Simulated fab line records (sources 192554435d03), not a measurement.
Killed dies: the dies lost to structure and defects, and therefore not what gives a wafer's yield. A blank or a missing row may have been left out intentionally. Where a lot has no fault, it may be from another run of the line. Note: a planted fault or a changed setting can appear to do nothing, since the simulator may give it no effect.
Chamber matching / flow n5_finfet / 4 sister chambers for N5_BEOL_M7_ETCH_66 on rie_diel-03
The step etches SOC in N2/H2, target depth 80 nm, overetch 16 nm, time 120 s. 14 wafers are shown with their chamber, then 7 later ones without.

== EACH WAFER AND ITS CHAMBER ==
wafer=L075.2; chamber=2; showerhead_plenum_p_Torr (Torr)=2.41; drypump_motor_current_A (A)=5.9; throttle_valve_pct (%)=17.85
wafer=L075.4; chamber=0; showerhead_plenum_p_Torr (Torr)=2.64; drypump_motor_current_A (A)=5.8; throttle_valve_pct (%)=18.25
wafer=L075.6; chamber=0; showerhead_plenum_p_Torr (Torr)=2.64; drypump_motor_current_A (A)=5.8; throttle_valve_pct (%)=18.25
wafer=L078.1; chamber=2; showerhead_plenum_p_Torr (Torr)=2.41; drypump_motor_current_A (A)=5.9; throttle_valve_pct (%)=17.85
wafer=L078.2; chamber=1; showerhead_plenum_p_Torr (Torr)=2.62; drypump_motor_current_A (A)=4.9; throttle_valve_pct (%)=17.89
wafer=L078.5; chamber=1; showerhead_plenum_p_Torr (Torr)=2.62; drypump_motor_current_A (A)=4.9; throttle_valve_pct (%)=17.91
wafer=L081.2; chamber=0; showerhead_plenum_p_Torr (Torr)=2.64; drypump_motor_current_A (A)=5.8; throttle_valve_pct (%)=18.30
wafer=L081.3; chamber=1; showerhead_plenum_p_Torr (Torr)=2.62; drypump_motor_current_A (A)=4.9; throttle_valve_pct (%)=17.91
wafer=L081.4; chamber=2; showerhead_plenum_p_Torr (Torr)=2.41; drypump_motor_current_A (A)=6.0; throttle_valve_pct (%)=17.87
wafer=L085.1; chamber=3; showerhead_plenum_p_Torr (Torr)=2.55; drypump_motor_current_A (A)=5.9; throttle_valve_pct (%)=17.49
wafer=L085.2; chamber=1; showerhead_plenum_p_Torr (Torr)=2.61; drypump_motor_current_A (A)=4.9; throttle_valve_pct (%)=17.94
wafer=L085.3; chamber=2; showerhead_plenum_p_Torr (Torr)=2.40; drypump_motor_current_A (A)=6.0; throttle_valve_pct (%)=17.89
wafer=L085.4; chamber=0; showerhead_plenum_p_Torr (Torr)=2.64; drypump_motor_current_A (A)=5.8; throttle_valve_pct (%)=18.30
wafer=L085.5; chamber=2; showerhead_plenum_p_Torr (Torr)=2.40; drypump_motor_current_A (A)=6.0; throttle_valve_pct (%)=17.89

SIGNATURES (averages over the wafers above)
reading=showerhead_plenum_p_Torr; chamber 0=2.6400; chamber 1=2.6175; chamber 2=2.4060; chamber 3=2.5500; scatter within a chamber=0.00442
reading=drypump_motor_current_A; chamber 0=5.800; chamber 1=4.900; chamber 2=5.960; chamber 3=5.900; scatter within a chamber=0.0346
reading=throttle_valve_pct; chamber 0=18.2750; chamber 1=17.9125; chamber 2=17.8700; chamber 3=17.4900; scatter within a chamber=0.0232
Rule: distance of a wafer from a chamber = root of the sum over the readings of ((wafer's reading minus chamber's mean) / reading's scatter) squared. If the next closest chamber is less than 2 further off than the closest, the wafer can't be placed; otherwise it belongs to the closest. The scatter is the square root of a quotient: the sum, over the shown wafers, of each reading's squared deviation from its chamber's mean, divided by wafers minus chambers.

== WAFERS WITHOUT THEIR CHAMBER ==
wafer=L085.6; showerhead_plenum_p_Torr (Torr)=2.55; drypump_motor_current_A (A)=5.9; throttle_valve_pct (%)=17.48
wafer=L092.2; showerhead_plenum_p_Torr (Torr)=2.63; drypump_motor_current_A (A)=5.8; throttle_valve_pct (%)=18.31
wafer=L092.3; showerhead_plenum_p_Torr (Torr)=2.61; drypump_motor_current_A (A)=4.9; throttle_valve_pct (%)=17.96
wafer=L092.6; showerhead_plenum_p_Torr (Torr)=2.63; drypump_motor_current_A (A)=5.8; throttle_valve_pct (%)=18.32
wafer=L096.3; showerhead_plenum_p_Torr (Torr)=2.72; drypump_motor_current_A (A)=6.0; throttle_valve_pct (%)=17.48
wafer=L096.4; showerhead_plenum_p_Torr (Torr)=2.63; drypump_motor_current_A (A)=5.8; throttle_valve_pct (%)=18.34
wafer=L096.5; showerhead_plenum_p_Torr (Torr)=2.72; drypump_motor_current_A (A)=6.0; throttle_valve_pct (%)=17.48

== CHAMBER TAKEN BY EACH ==
wafer=L085.6; from the rows above=3; in truth=3
wafer=L092.2; from the rows above=0; in truth=0
wafer=L092.3; from the rows above=1; in truth=1
wafer=L092.6; from the rows above=0; in truth=0
wafer=L096.3; from the rows above=can't be placed: 3 or 0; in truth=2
wafer=L096.4; from the rows above=0; in truth=0
wafer=L096.5; from the rows above=can't be placed: 3 or 0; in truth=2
Correctly placed: 5 of 7. Unplaceable from these rows: 2, with the true chamber sitting among the candidates in 0. Wrongly placed: 0.
